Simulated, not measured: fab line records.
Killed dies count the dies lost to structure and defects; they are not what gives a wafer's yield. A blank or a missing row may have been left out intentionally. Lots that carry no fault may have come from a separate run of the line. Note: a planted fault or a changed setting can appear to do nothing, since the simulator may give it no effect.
Code-filled problem report in 8D (eight disciplines) form + flow n5_finfet + the parts of the form that need people (team, actions taken, sign-off) are left out

== 1. PROBLEM STATEMENT ==
Mean of run_length_s at N5_BEOL_M5_CVD_47: 234.1 s across 3 wafers in 2 lots; on wafers with no fault it is 239.2 s (standard deviation 0.61). Measured from the usual mean, that is -8.4 standard deviations.
The step: deposits Co from CCTBA/H2, target thk 3 nm, time 216 s.
Seen first at day 11 14:38 on cvd_co-02, wafer L471.2. Wafers with a number at this step in the record: 34, from 12 lots. By rule, "out" or "out of limits" means more than 4 standard deviations away from the usual mean. Any other wafer with a number is counted as sound.

== 2. WHAT IT IS, WHAT IT ISN'T ==
| question                    | is                     | is not                                                              |
|-----------------------------|------------------------|---------------------------------------------------------------------|
| which readings at this step | run_length_s           | -                                                                   |
| which lots                  | L471, L473             | L457, L459, L460, L461, L463, L466, L467, L468, L469, L470          |
| which wafers of those lots  | L471.2, L471.6, L473.6 | L473.4, L473.5                                                      |
| read on which tools         | cvd_co-02              | cvd_co-01                                                           |
| when                        | from day 11 14:38      | up to then (29 sound wafers); but 2 sound wafers of L473 came after |

== 3. THE SUSPECTS, EACH WITH WHAT RULES IT OUT ==
Counting: if a tool at a process step up to the reading ran every lot that is out, it stays a suspect. Sound lots after the first of them don't rule it out here, since some wafers of a struck lot are sound.
- cvd_co-02 at N5_BEOL_M5_CVD_47 (deposits Co from CCTBA/H2, target thk 3 nm, time 216 s): kept. It processed each lot that is out (first: L471, day 11 14:38); up to then, its last sound lot is L470 (day 11 12:13). On those wafers its own readings are out: run_length_s.
The count leaves cvd_co-02 at N5_BEOL_M5_CVD_47.

== 4. THE CAUSE (what the simulator had put in) ==
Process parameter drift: cvd_co-02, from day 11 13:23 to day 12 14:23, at N5_BEOL_M5_CVD_47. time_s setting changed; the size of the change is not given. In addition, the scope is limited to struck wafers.
After counting, this tool was the only one left.

== 5. SEQUENCE OF EFFECTS, ordered by route ==
Each row: a reading whose mean over the struck wafers that have a number lies more than 3 standard deviations from the usual. Only readings whose record carries a usual standard deviation are examined. hours: median over the lots of the time between each lot's start at the first step of this table that gives one and its start at this step. sigmas: the change, counted in usual standard deviations.
| hours | step              | reading      | usual   | on struck wafers | change | sigmas |
|-------|-------------------|--------------|---------|------------------|--------|--------|
| 0     | N5_BEOL_M5_CVD_47 | run_length_s | 239.2 s | 234.1            | -5.1   | -8.4   |
Here are the process steps it includes:
- N5_BEOL_M5_CVD_47: deposits Co from CCTBA/H2, target thk 3 nm, time 216 s.

== 6. HOW IT WOULD HAVE BEEN CAUGHT EARLIER ==
In this record the first reading out of limits was taken at day 11 14:38, 1 hour after the fault began at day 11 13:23.
